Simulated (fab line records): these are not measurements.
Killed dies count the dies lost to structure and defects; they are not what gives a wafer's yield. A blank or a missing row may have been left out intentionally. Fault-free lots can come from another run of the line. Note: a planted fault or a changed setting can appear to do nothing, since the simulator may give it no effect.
Matching of chambers	flow n5_finfet	N5_BEOL_M9_CURE_72 on uv_cure-01: 3 sister chambers
The step cures SiCOH lowk, time 120 s. 6 wafers are shown with their chamber, then 8 later ones without.

## EACH WAFER AND ITS CHAMBER
wafer	chamber	wafer_temp_C_max	lamp_power_pct (%)
L086.6	2	371.8	52.22
L092.5	0	371.2	52.29
L092.6	0	371.5	52.36
L093.4	1	371.2	52.22
L093.6	1	371.4	52.18
L095.1	2	371.5	52.39

## WAFERS WITHOUT THEIR CHAMBER
wafer	wafer_temp_C_max	lamp_power_pct (%)
L095.3	372.1	52.36
L095.5	371.6	52.31
L095.2	371.6	52.38
L095.4	371.7	52.32
L095.6	371.6	52.29
L096.1	372.0	52.29
L096.2	371.5	52.27
L096.6	371.4	52.35

## WHICH CHAMBER EACH ONE RAN IN
wafer	from the rows above	in truth
L095.3	can't be placed: 2 or 0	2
L095.5	can't be placed: 2 or 0 or 1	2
L095.2	can't be placed: 2 or 0 or 1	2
L095.4	can't be placed: 2 or 0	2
L095.6	can't be placed: 2 or 0 or 1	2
L096.1	can't be placed: 2 or 0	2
L096.2	can't be placed: 2 or 0 or 1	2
L096.6	can't be placed: 0 or 2 or 1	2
Correct placement for 0 of the 8. Can't be placed from these rows: 8 (the true chamber is among the candidates in 8). 0 placed wrongly.
How it was worked out, from the rows above alone: a wafer's distance from a chamber is the root of the sum, over the readings, of the square of ((its reading less the chamber's mean) divided by the reading's scatter). If the next closest chamber is less than 2 further off than the closest, the wafer can't be placed; otherwise it belongs to the closest. The mean given for a chamber averages the wafers shown for that chamber. The scatter: take each reading less its chamber's mean, square it, sum over the shown wafers, divide by the number of wafers less the number of chambers, and take the root.
